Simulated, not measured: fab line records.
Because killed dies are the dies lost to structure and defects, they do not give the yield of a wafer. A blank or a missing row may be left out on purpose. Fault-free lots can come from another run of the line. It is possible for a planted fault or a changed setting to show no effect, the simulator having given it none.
The tool behind it: which one? ; flow nand_harc ; 11 lots with 33 wafers sampled at 3 steps, on a route of 1302 steps

## WHAT THE GAUGES READ, wafer by wafer
NHARC_A_CHANNEL_FILL_D1_INSPECT_13.
lot;measured;on;raw_defect_count
L281;day 11 14:34;defect_inspect-02;669 561 620
L284;day 12 05:02;defect_inspect-01;254 209 269
L282;day 12 05:02;defect_inspect-02;246 445 259
L283;day 12 10:40;defect_inspect-02;630 475 358
L288;day 13 17:57;defect_inspect-01;657 353 168
L287;day 14 01:14;defect_inspect-01;186 238 231
L293;day 16 22:26;defect_inspect-01;197 189 247
L298;day 18 06:44;defect_inspect-02;353 241 250
L300;day 19 11:22;defect_inspect-02;587 300 768
L302;day 19 20:20;defect_inspect-02;94 99 103
L303;day 20 16:50;defect_inspect-01;123 161 184

NHARC_A_ONON_D2_THK_MEAS_34: measures by ellipsometry.
lot;measured;on;thk_nm (nm)
L281;day 13 12:47;film_metro-02;197.6 198.0 202.6
L284;day 14 04:28;film_metro-01;203.2 204.5 202.6
L282;day 14 04:37;film_metro-01;198.0 202.5 205.2
L283;day 14 11:15;film_metro-02;199.4 203.7 205.2
L288;day 15 21:32;film_metro-02;199.7 196.7 201.7
L287;day 16 02:11;film_metro-01;198.9 194.8 202.4
L293;day 18 22:55;film_metro-01;249.8 252.6 253.5
L298;day 20 06:29;film_metro-01;249.4 251.4 252.8
L300;day 21 09:21;film_metro-01;198.0 201.2 201.0
L302;day 21 21:04;film_metro-02;205.7 206.2 202.5
L303;day 22 18:59;film_metro-02;194.5 195.6 198.0

## WHICH TOOL RAN EACH LOT (tool, then ch and the chambers of the sampled wafers, then the start)
lot;NHARC_A_ONON_D2_DEP_33
L281;pecvd-03 ch 0,1,2, day 13 12:23
L284;pecvd-03 ch 0,2, day 14 04:06
L282;pecvd-02 ch 1,2, day 14 04:12
L283;pecvd-02 ch 0,2, day 14 10:53
L288;pecvd-03 ch 0,1,2, day 15 21:07
L287;pecvd-01 ch 0,1,2, day 16 01:46
L293;pecvd-03 ch 0,1, day 18 22:30
L298;pecvd-03 ch 0,1, day 20 06:03
L300;pecvd-02 ch 0,1, day 21 08:56
L302;pecvd-02 ch 0,1,2, day 21 20:47
L303;pecvd-01 ch 1,2, day 22 18:32
- NHARC_A_ONON_D2_DEP_33: deposits SiO2, target thk 200 nm.

## AS READ BY THE TOOLS THEMSELVES (means over the sampled wafers that have a number; for cases with no such wafer, the mark the record gives instead)
NHARC_A_ONON_D2_DEP_33.
lot;tool;heater_power_w (W);mfc_precursor_sccm (sccm);throttle_valve_pct (%)
L281;pecvd-03;526;161.8;15.6
L284;pecvd-03;619;161.6;15.6
L282;pecvd-02;609;161.5;16.4
L283;pecvd-02;591;161.7;16.3
L288;pecvd-03;620;161.5;15.6
L287;pecvd-01;396;161.2;15.8
L293;pecvd-03;616;203.3;16.1
L298;pecvd-03;521;203.4;16.6
L300;pecvd-02;593;161.3;16.1
L302;pecvd-02;573;161.5;16.0
L303;pecvd-01;483;161.1;15.5

## THE ANSWER, worked out from the rows above alone
Rule: usual is defined by the lots themselves. The widest of any qualifying gaps counts: lots, ordered by their means at a reading, are off when they make up no more than a third of the lots, leave a main group of 4 or more, and stand apart from it by 3 or more times the standard deviation of that group's means. Not used: any main group whose means are identical at the precision the tables above print for the reading. A lot without any number at a reading at which 4 lots or more have one is off too. All remaining lots with rows at the step are treated as sound. Order of review: gauges by route order, followed by the tools' own readings, for which a lot's mean as printed above is used. The first step at which some lot is off is used, and at that step the reading that is off furthest; a lot without a number counts as furthest.
Off at NHARC_A_ONON_D2_THK_MEAS_34 (thk_nm): L293, L298. For the main group the mean is 200.7 nm and the standard deviation 2.6.
A tool fits if, at a process step before that reading, it ran every lot that is off, and no sound lot after the first of them. Not tried: the gauges at NHARC_A_ONON_D2_THK_MEAS_34; whatever is off there is also off at NHARC_A_ONON_D2_DEP_33, on other tools, and gauge error can't account for it. One fits: pecvd-03 at NHARC_A_ONON_D2_DEP_33. A fault onset in the window from L288 (day 15 21:07, its last sound lot) to L293 (day 18 22:30, its first lot off) fits.
On the lots that are off, the tool's own readings at NHARC_A_ONON_D2_DEP_33 differ by more than 5 times the standard deviation of the sound lots' means, which bears it out; mfc_precursor_sccm reads 203.4 sccm there versus 161.5 sccm on the sound lots.

## WHAT WAS PUT IN BY THE SIMULATOR
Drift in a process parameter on pecvd-03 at NHARC_A_ONON_D2_DEP_33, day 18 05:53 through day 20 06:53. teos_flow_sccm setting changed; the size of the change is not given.
Lots struck among those shown: L293, L298. The rule given above showed the same thing.
